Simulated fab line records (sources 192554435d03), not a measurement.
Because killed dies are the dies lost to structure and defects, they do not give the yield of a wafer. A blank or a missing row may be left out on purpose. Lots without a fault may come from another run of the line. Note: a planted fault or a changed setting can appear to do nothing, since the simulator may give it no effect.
Split-lot study | flow n5Finfet | 7 lots, 39 wafers read, on a route of 1938 steps

## THE SPLIT
At N5_BEOL_M3_ETCH_41 (etches SiCN in CH3F/O2, target depth 29.9 nm, time 52.5 s), the setting targetDepthA was moved away from the recipe's 299 angstrom on 15 of the 39 wafers read, by -38.3% to +38.8%. This setting was run at the recipe's value on the other wafers.

Reading taken at the split's own step.

## THE READING
etch.depthNm (the simulator's own value, which no gauge read), in nm, at N5_BEOL_M3_ETCH_41 (etches SiCN in CH3F/O2, target depth 29.9 nm, time 52.5 s). There is no usual value for it anywhere in the file. Across the 24 wafers here that went through the recipe, the average is 19.80 nm and the standard deviation 0.39 nm.

wafer  | tool, chamber at the split | targetDepthA as run, angstrom | against the recipe | etch.depthNm, nm | against lot-mates on the recipe
L076.1 | rieDiel-05, 3              | 185.8                         | -37.9%             | 12.02            | -7.69
L076.2 | rieDiel-05, 2              | 185.8                         | -37.9%             | 12.41            | -7.30
L076.3 | rieDiel-05, 0              | 299                           | recipe             | 19.54            | -
L076.4 | rieDiel-05, 1              | 299                           | recipe             | 19.84            | -
L076.5 | rieDiel-05, 1              | 299                           | recipe             | 19.74            | -
L076.6 | rieDiel-05, 2              | 185.8                         | -37.9%             | 12.57            | -7.14
L079.1 | rieDiel-02, 3              | 184.4                         | -38.3%             | 11.99            | -7.89
L079.2 | rieDiel-02, 0              | 299                           | recipe             | 19.86            | -
L079.3 | rieDiel-02, 1              | 184.4                         | -38.3%             | 12.42            | -7.46
L079.4 | rieDiel-02, 2              | 299                           | recipe             | 19.57            | -
L079.5 | rieDiel-02, 1              | 299                           | recipe             | 20.22            | -
L079.6 | rieDiel-02, 2              | 184.4                         | -38.3%             | 12               | -7.88
L082.2 | rieDiel-06, 3              | 299                           | recipe             | 19.74            | -
L082.3 | rieDiel-06, 0              | 299                           | recipe             | 19.88            | -
L082.5 | rieDiel-06, 2              | 299                           | recipe             | 20.52            | -
L086.1 | rieDiel-02, 0              | 299                           | recipe             | 19.93            | -
L086.2 | rieDiel-02, 3              | 299                           | recipe             | 19.77            | -
L086.3 | rieDiel-02, 2              | 299                           | recipe             | 19.5             | -
L086.4 | rieDiel-02, 1              | 392.3                         | +31.2%             | 26.35            | +6.62
L086.5 | rieDiel-02, 3              | 392.3                         | +31.2%             | 26.06            | +6.33
L086.6 | rieDiel-02, 0              | 392.3                         | +31.2%             | 25.85            | +6.12
L091.1 | rieDiel-05, 2              | 299                           | recipe             | 19.96            | -
L091.2 | rieDiel-05, 1              | 299                           | recipe             | 19.22            | -
L091.3 | rieDiel-05, 0              | 299                           | recipe             | 19.56            | -
L091.4 | rieDiel-05, 3              | 299                           | recipe             | 19.21            | -
L091.5 | rieDiel-05, 1              | 299                           | recipe             | 19.34            | -
L091.6 | rieDiel-05, 0              | 299                           | recipe             | 19.58            | -
L092.1 | rieDiel-06, 2              | 299                           | recipe             | 20.66            | -
L092.2 | rieDiel-06, 3              | 197.7                         | -33.9%             | 13.13            | -7.32
L092.3 | rieDiel-06, 0              | 299                           | recipe             | 20.11            | -
L092.4 | rieDiel-06, 3              | 197.7                         | -33.9%             | 13.2             | -7.25
L092.5 | rieDiel-06, 0              | 197.7                         | -33.9%             | 13.22            | -7.23
L092.6 | rieDiel-06, 2              | 299                           | recipe             | 20.59            | -
L093.1 | rieDiel-02, 2              | 414.9                         | +38.8%             | 26.26            | +6.66
L093.2 | rieDiel-02, 3              | 299                           | recipe             | 19.61            | -
L093.3 | rieDiel-02, 0              | 299                           | recipe             | 19.51            | -
L093.4 | rieDiel-02, 1              | 299                           | recipe             | 19.68            | -
L093.5 | rieDiel-02, 2              | 414.9                         | +38.8%             | 26.6             | +7.00
L093.6 | rieDiel-02, 3              | 414.9                         | +38.8%             | 27.26            | +7.66

FIT RESULTS
A straight line over all 39 wafers: etch.depthNm changes by +0.193 nm for each +1% of targetDepthA; r = +1.00; the points scatter about the line by 0.4 nm.
The same after taking each lot's own level away (the mean of its wafers on the recipe; 39 wafers): +0.198 nm for each +1%; r = +1.00; scatter 0.33 nm.
On that fit, the largest move of targetDepthA shifts the reading by 7.7 nm.
Measured against the standard deviation above, the lots' own levels, which go from 19.478 to 20.453 nm, span 2.5 times it.
The two slopes are in agreement: the lot-to-lot level therefore moves the slope only a little.
Check: for one of the wafers moved furthest among these (+38.8%), held out of the fit, the line's prediction against its lot-mates is +7.73 nm. It came out at +6.66 nm against them.

## THESE WAFERS: OTHER SPLITS
Before the reading, these wafers also passed through other splits. Each is held against what the fit with the lots' levels taken away leaves over:
other split on the same wafers         | wafers away from the commonest value | r with etch.depthNm (lot level and that fit taken away)
N5_FIN_SAQP_ETCH_65 timeS              | 9                                    | -0.05
N5_MOL_CONTACT_COAG_PRECLEAN_111 timeS | 15                                   | +0.08

## FILE'S OWN FIT
etch.depthNm changes by +0.199 nm for each +1% of targetDepthA, r = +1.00.
